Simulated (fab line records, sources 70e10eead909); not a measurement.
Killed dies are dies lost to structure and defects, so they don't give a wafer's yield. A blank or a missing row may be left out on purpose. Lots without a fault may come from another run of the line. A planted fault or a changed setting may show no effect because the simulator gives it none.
Chamber matching | flow nand_harc | NHARC_P_GATE_ETCH_32 on rie_si-04: 4 sister chambers
The step etches the open film in HBr/Cl2, target depth 150 nm, time 100.1 s. 7 wafers are shown with their chamber, then 8 later ones without.

WAFERS WITH THEIR CHAMBER
wafer  | chamber | oes_product_au (a.u.) | throttle_valve_pct (%)
L166.2 | 3       | 1.015                 | 26.397
L168.4 | 1       | 1.010                 | 26.426
L169.5 | 2       | 0.989                 | 26.396
L173.1 | 2       | 1.002                 | 26.400
L173.2 | 0       | 1.002                 | 26.408
L173.6 | 0       | 0.992                 | 26.403
L180.2 | 1       | 1.015                 | 26.406

WAFERS WITHOUT THEIR CHAMBER
wafer  | oes_product_au (a.u.) | throttle_valve_pct (%)
L180.3 | 1.024                 | 26.412
L180.6 | 1.012                 | 26.409
L183.1 | 0.995                 | 26.406
L183.3 | 1.001                 | 26.383
L183.4 | 1.001                 | 26.392
L186.1 | 0.998                 | 26.398
L186.3 | 1.017                 | 26.405
L186.5 | 1.014                 | 26.400

WHICH CHAMBER EACH WENT THROUGH
wafer  | from the rows above               | in truth
L180.3 | can't be placed: 1 or 3           | 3
L180.6 | can't be placed: 1 or 3 or 0 or 2 | 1
L183.1 | can't be placed: 0 or 2           | 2
L183.3 | can't be placed: 2 or 3 or 0      | 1
L183.4 | can't be placed: 2 or 0 or 3      | 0
L186.1 | can't be placed: 2 or 0           | 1
L186.3 | can't be placed: 3 or 1 or 0      | 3
L186.5 | can't be placed: 3 or 1           | 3
Placed correctly: 0 of 8. Can't be placed from these rows: 8 (the true chamber is among the candidates in 6). Placed wrongly: 0.
How it was worked out, from the rows above alone: a wafer's distance from a chamber is the root of the sum, over the readings, of the square of ((its reading less the chamber's mean) divided by the reading's scatter). The wafer belongs to the nearest chamber; if the next one is less than 2 further off, it can't be placed. A chamber's mean is the mean of its shown wafers. The scatter: the root of (the sum of the squares of (reading less its chamber's mean) over the shown wafers, divided by (wafers less chambers)).
